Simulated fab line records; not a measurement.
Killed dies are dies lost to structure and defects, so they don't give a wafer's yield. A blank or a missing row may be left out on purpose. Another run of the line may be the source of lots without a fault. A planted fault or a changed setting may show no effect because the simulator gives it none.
The tool behind it: which one? | flow nandHarc | 13 lots with 36 wafers sampled at 5 steps, on a route of 1159 steps

== WHAT THE GAUGES READ, wafer by wafer ==
NHARC_P_CONTACT_INSPECT_27. Usual: rawDefectCount at 298, with a standard deviation of 120.
lot  | measured     | on               | rawDefectCount | flag
L508 | day 6 03:34  | defectInspect-02 | 260 332 309    | 
L507 | day 6 04:05  | defectInspect-01 | 220 186 259    | 
L510 | day 6 07:28  | defectInspect-02 | 197 199 302    | 
L509 | day 6 12:10  | defectInspect-01 | 161 188 140    | 
L511 | day 6 18:12  | defectInspect-01 | 330 532 294    | 
L512 | day 6 18:45  | defectInspect-02 | 324 286 472    | 
L514 | day 7 16:59  | defectInspect-01 | 290 180 204    | 
L513 | day 7 17:32  | defectInspect-02 | 151 113        | 
L516 | day 8 01:43  | defectInspect-01 | 444 393        | 
L519 | day 8 21:51  | defectInspect-01 | 250 333        | 
L525 | day 10 06:58 | defectInspect-02 | 334 472 388    | 
L528 | day 10 23:07 | defectInspect-01 | 337 260 349    | 
L530 | day 11 12:26 | defectInspect-01 | 204 375 370    | 

NHARC_END_SORT_01. Usual: killedAtArray 25, standard deviation 9.2; killedAtOther 0.9, standard deviation 1.3; killedAtPeriphery 3.3, standard deviation 2.3; killedDies 29, standard deviation 9.6; killedOpen 3.2, standard deviation 1.8; killedShort 2, standard deviation 1.4.
lot  | measured     | on        | killedAtArray | killedAtOther | killedAtPeriphery | killedDies | killedOpen | killedShort | flag
L513 | day 20 19:29 | prober-01 | 15 24         | 0 0           | 1 36              | 16 60      | 2 1        | 0 1         | OFF

== WHAT TOOL EACH LOT RAN ON (gives the tool, then ch and the chambers of the sampled wafers, and finally the start) ==
lot  | NHARC_P_CONTACT_ETCH_35           | NHARC_P_CONTACT_STRIP_28          | NHARC_P_CONTACT_PVD_32
L508 | rieDiel-10 ch 0,2,3, day 5 15:59  | rieDiel-10 ch 1,2,3, day 5 16:50  | pvdSputter-03, day 6 03:34 or earlier
L507 | rieDiel-11 ch 0,2,3, day 5 16:51  | rieDiel-11 ch 1,2,3, day 5 17:43  | pvdSputter-01, day 6 04:05 or earlier
L510 | rieDiel-02 ch 2,3, day 6 04:16    | rieDiel-10 ch 0,2, day 6 05:09    | pvdSputter-02, day 6 07:28 or earlier
L509 | rieDiel-11 ch 0,2,3, day 6 04:56  | rieDiel-10 ch 0,2,3, day 6 05:49  | pvdSputter-01, day 6 12:10 or earlier
L511 | rieDiel-10 ch 0,3, day 6 15:04    | rieDiel-10 ch 0,2,3, day 6 15:56  | pvdSputter-01, day 6 18:12 or earlier
L512 | rieDiel-11 ch 1,2, day 6 15:43    | rieDiel-10 ch 0,2, day 6 16:34    | pvdSputter-02, day 6 18:45 or earlier
L514 | rieDiel-10 ch 0,1,2, day 7 10:30  | rieDiel-10 ch 1,2,3, day 7 11:50  | pvdSputter-01, day 7 16:59 or earlier
L513 | rieDiel-11 ch 0,1, day 7 10:59    | rieDiel-11 ch 0,2, day 7 11:56    | pvdSputter-02, day 7 17:32 or earlier
L516 | rieDiel-11 ch 1,2, day 7 18:28    | rieDiel-11 ch 0,1, day 7 19:20    | pvdSputter-03, day 8 01:43 or earlier
L519 | rieDiel-11 ch 1,2, day 8 17:19    | rieDiel-11 ch 0,2, day 8 18:12    | pvdSputter-01, day 8 21:51 or earlier
L525 | rieDiel-10 ch 0,1, day 10 03:32   | rieDiel-11 ch 0,3, day 10 04:24   | pvdSputter-03, day 10 06:58 or earlier
L528 | rieDiel-10 ch 0,2,3, day 10 20:06 | rieDiel-10 ch 0,1,3, day 10 20:58 | pvdSputter-01, day 10 23:07 or earlier
L530 | rieDiel-10 ch 0,1,2, day 11 09:26 | rieDiel-02 ch 1,2,3, day 11 10:17 | pvdSputter-03, day 11 12:26 or earlier
- NHARC_P_CONTACT_ETCH_35: etches the open film in CF4, target depth 39 nm, time 65 s.
- NHARC_P_CONTACT_STRIP_28: strips in O2.
- NHARC_P_CONTACT_PVD_32: deposits Ti, target thk 5 nm, time 17.7 s.

== AS READ BY THE TOOLS THEMSELVES (means over the sampled wafers that have a number; for cases with no such wafer, the mark the record gives instead) ==
NHARC_P_CONTACT_ETCH_35. Usual: value, then standard deviation, for each; cf4FlowSccm 149.9 sccm / 0.47; drypumpMotorCurrentA 5.7 A / 0.41; oesProductAu 1.000 a.u. / 0.0098; rfFwdPowerW 297.1 W / 1.3; rfVppV 151.1 V / 1.1; showerheadPlenumPTorr 1.75 Torr / 0.063; throttleValvePct 13.283 % / 0.0092.
lot  | tool       | cf4FlowSccm (sccm) | drypumpMotorCurrentA (A) | oesProductAu (a.u.) | rfFwdPowerW (W) | rfVppV (V) | showerheadPlenumPTorr (Torr) | throttleValvePct (%) | flag
L508 | rieDiel-10 | 150.0              | 5.6                      | 1.005               | 296.9           | 151.4      | 1.75                         | 13.286               | 
L507 | rieDiel-11 | 150.0              | 5.9                      | 1.000               | 297.2           | 152.9      | 1.80                         | 13.287               | 
L510 | rieDiel-02 | 150.2              | 5.4                      | 0.996               | 295.3           | 149.6      | 1.65                         | 13.283               | 
L509 | rieDiel-11 | 149.9              | 5.8                      | 1.006               | 296.5           | 151.3      | 1.80                         | 13.282               | 
L511 | rieDiel-10 | 150.2              | 5.7                      | 1.014               | 297.1           | 150.8      | 1.71                         | 13.279               | 
L512 | rieDiel-11 | 149.6              | 6.2                      | 0.993               | 297.8           | 150.9      | 1.75                         | 13.284               | 
L514 | rieDiel-10 | 149.3              | 5.3                      | 1.003               | 296.7           | 151.7      | 1.76                         | 13.284               | 
L513 | rieDiel-11 | 149.8              | 5.8                      | 0.911               | 298.1           | 151.6      | 1.77                         | 13.270               | OFF
L516 | rieDiel-11 | 150.1              | 6.2                      | 0.916               | 297.1           | 150.6      | 1.77                         | 13.281               | OFF
L519 | rieDiel-11 | 150.3              | 6.2                      | 0.833               | 297.1           | 151.6      | 1.76                         | 13.291               | OFF
L525 | rieDiel-10 | 149.4              | 5.6                      | 1.006               | 297.1           | 150.4      | 1.74                         | 13.287               | 
L528 | rieDiel-10 | 150.0              | 5.6                      | 0.999               | 297.5           | 151.0      | 1.75                         | 13.283               | 
L530 | rieDiel-10 | 150.7              | 5.3                      | 0.997               | 296.8           | 151.3      | 1.75                         | 13.294               | 

NHARC_P_CONTACT_STRIP_28. Usual: drypumpMotorCurrentA 5.7 A, standard deviation 0.4; oesProductAu 0.999 a.u., standard deviation 0.009; rfVppV 57.8 V, standard deviation 0.89; showerheadPlenumPTorr 3.50 Torr, standard deviation 0.13; throttleValvePct 17.037 %, standard deviation 0.0073.
lot  | tool       | drypumpMotorCurrentA (A) | oesProductAu (a.u.) | rfVppV (V) | showerheadPlenumPTorr (Torr) | throttleValvePct (%) | flag
L508 | rieDiel-10 | 5.4                      | 0.993               | 58.1       | 3.44                         | 17.034               | 
L507 | rieDiel-11 | 6.1                      | 1.003               | 57.7       | 3.49                         | 17.032               | 
L510 | rieDiel-10 | 5.4                      | 0.996               | 57.4       | 3.59                         | 17.041               | 
L509 | rieDiel-10 | 5.6                      | 1.006               | 58.1       | 3.50                         | 17.036               | 
L511 | rieDiel-10 | 5.6                      | 1.005               | 57.8       | 3.50                         | 17.042               | 
L512 | rieDiel-10 | 5.6                      | 1.001               | 57.1       | 3.56                         | 17.033               | 
L514 | rieDiel-10 | 5.3                      | 0.995               | 56.3       | 3.44                         | 17.044               | 
L513 | rieDiel-11 | 5.8                      | 0.993               | 58.7       | 3.66                         | 17.038               | 
L516 | rieDiel-11 | 5.8                      | 0.990               | 59.0       | 3.54                         | 17.027               | 
L519 | rieDiel-11 | 5.8                      | 0.991               | 57.5       | 3.66                         | 17.030               | 
L525 | rieDiel-11 | 5.7                      | 1.000               | 57.4       | 3.51                         | 17.040               | 
L528 | rieDiel-10 | 5.5                      | 1.012               | 57.1       | 3.41                         | 17.041               | 
L530 | rieDiel-02 | 5.8                      | 0.995               | 58.3       | 3.54                         | 17.035               | 

NHARC_P_CONTACT_PVD_32. Usual: throttleValvePct at 30.1 %, with a standard deviation of 1.
lot  | tool          | throttleValvePct (%) | flag
L508 | pvdSputter-03 | 30.0                 | 
L507 | pvdSputter-01 | 30.3                 | 
L510 | pvdSputter-02 | 29.5                 | 
L509 | pvdSputter-01 | 31.0                 | 
L511 | pvdSputter-01 | 30.8                 | 
L512 | pvdSputter-02 | 29.5                 | 
L514 | pvdSputter-01 | 31.1                 | 
L513 | pvdSputter-02 | 29.1                 | 
L516 | pvdSputter-03 | 30.4                 | 
L519 | pvdSputter-01 | 32.0                 | 
L525 | pvdSputter-03 | 29.3                 | 
L528 | pvdSputter-01 | 30.2                 | 
L530 | pvdSputter-03 | 30.9                 | 

== THE ANSWER, worked out from the rows above alone ==
Rule: take the mean of a lot's wafers that have a number; if it is more than 3 standard deviations from the usual mean, the lot is off. Also off: a lot with no number at a reading for which 4 or more lots have one. The other lots that the step has rows for count as sound. First the gauges in route order, then the tools' own readings, where a lot's mean is used as printed above. The first step at which some lot is off is used, and at that step the reading that is off furthest; a lot without a number counts as furthest.
Off at NHARC_END_SORT_01 (killedAtPeriphery): L513. Neither off nor sound, because the step has no rows for them: L508, L507, L510, L509, L511, L512, L514, L516, L519, L525, L528, L530.
A tool fits if, at a process step before that reading, it ran every lot that is off, and no sound lot after the first of them. Not tried: the gauges at NHARC_END_SORT_01; whatever is off there is also off at NHARC_P_CONTACT_ETCH_35, on other tools, and gauge error can't account for it. NHARC_P_CONTACT_PVD_32: start missing for some lots; hours and lot order therefore follow NHARC_P_CONTACT_INSPECT_27. This does not decide it: 2 tools fit, namely rieDiel-11 at NHARC_P_CONTACT_ETCH_35 and NHARC_P_CONTACT_STRIP_28 and pvdSputter-02 at NHARC_P_CONTACT_PVD_32.

== WHAT THE SIMULATOR HAD PUT IN ==
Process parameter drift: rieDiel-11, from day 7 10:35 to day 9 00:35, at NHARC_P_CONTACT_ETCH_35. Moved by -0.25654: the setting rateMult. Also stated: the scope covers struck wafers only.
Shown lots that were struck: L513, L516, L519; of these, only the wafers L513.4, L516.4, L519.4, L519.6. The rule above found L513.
